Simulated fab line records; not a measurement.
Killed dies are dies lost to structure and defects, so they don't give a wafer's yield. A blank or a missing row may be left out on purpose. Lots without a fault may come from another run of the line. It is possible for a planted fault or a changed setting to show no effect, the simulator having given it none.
Matching of chambers -- flow n5-finfet -- N5_HKMG_FIN_ALD_71 on ald-metal-02 has 4 sister chambers
The step deposits TiN, target thk 1 nm, pulse time 1 s, purge time 3 s. 16 wafers are shown with their chamber, then 8 later ones without.

WAFERS PAIRED WITH THEIR CHAMBERS
wafer,chamber,heater-power-w (W),precursor-pulse-height-rel
L076.1,2,889,0.979
L076.2,1,980,1.004
L076.5,2,877,1.008
L078.2,2,886,0.994
L078.3,0,1020,1.009
L078.6,3,867,1.001
L082.1,1,937,0.976
L082.3,2,897,0.987
L082.4,0,1009,0.985
L084.1,3,879,0.976
L084.3,1,973,0.993
L084.4,2,888,1.001
L088.2,1,967,0.986
L088.3,0,1015,0.993
L088.6,3,878,1.035
L089.1,0,1014,0.999

SIGNATURES, as means of the wafers listed above
reading,chamber 0,chamber 1,chamber 2,chamber 3,scatter within a chamber
heater-power-w,1014.50,964.25,887.40,874.67,10.9
precursor-pulse-height-rel,0.99650,0.98975,0.99380,1.00400,0.0158
Rule: for a wafer and a chamber, the distance is found by dividing, reading by reading, the gap between the wafer's reading and the chamber's mean by the reading's scatter, squaring, summing and taking the root. The wafer belongs to the nearest chamber; if the next one is less than 2 further off, it can't be placed. The scatter is the square root of a quotient: the sum, over the shown wafers, of each reading's squared deviation from its chamber's mean, divided by wafers minus chambers.

WAFERS WITHOUT THEIR CHAMBER
wafer,heater-power-w (W),precursor-pulse-height-rel
L089.2,870,0.989
L089.3,873,0.993
L089.4,966,0.997
L089.5,1005,1.024
L089.6,882,1.021
L096.2,1038,0.953
L096.5,1007,1.026
L096.6,998,0.983

WHICH CHAMBER EACH ONE RAN IN
wafer,from the rows above,in truth
L089.2,can't be placed: 3 or 2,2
L089.3,can't be placed: 3 or 2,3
L089.4,1,1
L089.5,0,0
L089.6,can't be placed: 3 or 2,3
L096.2,0,0
L096.5,0,0
L096.6,can't be placed: 0 or 1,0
Placed correctly: 4 of 8. These rows do not allow placing 4 (true chamber among the candidates in 4). Placed wrongly: 0.
